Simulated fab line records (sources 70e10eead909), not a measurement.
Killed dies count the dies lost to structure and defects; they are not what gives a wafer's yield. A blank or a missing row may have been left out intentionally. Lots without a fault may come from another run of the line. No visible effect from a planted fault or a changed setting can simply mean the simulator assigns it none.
Problem report, 8D (eight disciplines) form, completed by code | flow nand harc | the parts of the form that need people (team, actions taken, sign-off) are left out

## 1. THE PROBLEM
NHARC_END_SORT_01, killed dies: mean 498 on 2 wafers (1 lot); fault-free wafers 62, standard deviation 17. Relative to the usual mean, that is a shift of +26 standard deviations.
Earliest sighting: wafer L877.4 on prober-01 at day 33 10:10. The record holds 3 wafers of 1 lot with a number at this step. By rule, "out" or "out of limits" means more than 4 standard deviations away from the usual mean. All remaining wafers that have a number are taken as sound.

## 2. WHAT IT IS, AND WHAT IT ISN'T
question                    | is                           | is not
which readings at this step | killed dies, killed at array | killed at periphery, killed open, killed short
which lots                  | L877                         | -
which wafers of those lots  | L877.4, L877.5               | L877.1
read on which gauges        | prober-01                    | -
when                        | from day 33 10:10            | up to then (1 sound wafer)

## 3. WHAT RULES OUT EACH SUSPECT
Counting: if a tool at a process step up to the reading ran every lot that is out, it stays a suspect. Sound lots after the first of them don't rule it out here, since some wafers of a struck lot are sound.
- the gauge at NHARC_END_SORT_01: kept. All the wafers that are out were read on prober-01, and no step on other tools shows them out.
- cmp-04 at NHARC_A_CHANNEL_FILL_D1_CMP_10 (polishes, target thk 150 nm): kept. It ran the lot that is out, L877 (day 20 02:55).
- cmp-04 at NHARC_A_DECK1_JOINT_CMP_13 (polishes, target thk 51.023 nm): kept. It ran the lot that is out, L877 (day 20 13:38).
- cmp-04 at NHARC_A_DECK1_JOINT_CMP_02 (polishes SiOx): kept. It ran the lot that is out, L877 (day 21 10:48).
- At NHARC_A_CHANNEL_FILL_D1_CMP_10 on cmp-04, chamber 2 took the sound wafers of the same lots and chamber 0 took the wafers that are out.
- At NHARC_A_DECK1_JOINT_CMP_13 on cmp-04, chamber 1 took the sound wafers of the same lots and chamber 2 took the wafers that are out.
- Within cmp-04 at NHARC_A_DECK1_JOINT_CMP_02: the wafers that are out ran in chambers 0, 2; their sound lot-mates ran in chamber 1.
Left after counting: cmp-04 at NHARC_A_CHANNEL_FILL_D1_CMP_10, cmp-04 at NHARC_A_DECK1_JOINT_CMP_13, cmp-04 at NHARC_A_DECK1_JOINT_CMP_02, prober-01 at NHARC_END_SORT_01.

## 4. THE CAUSE (what the simulator had put in)
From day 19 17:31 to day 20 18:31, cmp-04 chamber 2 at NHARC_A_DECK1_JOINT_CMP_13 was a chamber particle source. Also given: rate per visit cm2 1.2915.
This tool is one of the 4 suspects left after counting.

## 5. SEQUENCE OF EFFECTS, ordered by route
One row per reading whose mean, taken over the struck wafers that have a number, lies over 3 standard deviations from the usual. Only readings for which the record gives a usual standard deviation are gone through. hours: the time from each lot's start at the first step in this table that gives one to its start at this step, as a median over the lots. sigmas: the change in usual standard deviations.
hours | step              | reading         | usual | on struck wafers | change | sigmas
0     | NHARC_END_SORT_01 | killed at array | 58    | 493              | +435   | +26
0     | NHARC_END_SORT_01 | killed dies     | 62    | 498              | +436   | +26

## 6. HOW IT WOULD HAVE BEEN CAUGHT EARLIER
Counted from the fault's start at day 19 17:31, it took 329 hours until the first out-of-limits reading at a measuring or inspecting step in this record, taken at day 33 10:10.
Of the tool readings at NHARC_A_DECK1_JOINT_CMP_13 for which the record gives a usual standard deviation, none was out on any struck wafer, so an alarm limit of 4 standard deviations on them would not have fired.
The start of NHARC_A_DECK1_JOINT_CMP_13 on cmp-04 came by day 33 10:10 for every one of the lots that are out (1). A hold on the tool at that time would have spared none of them.
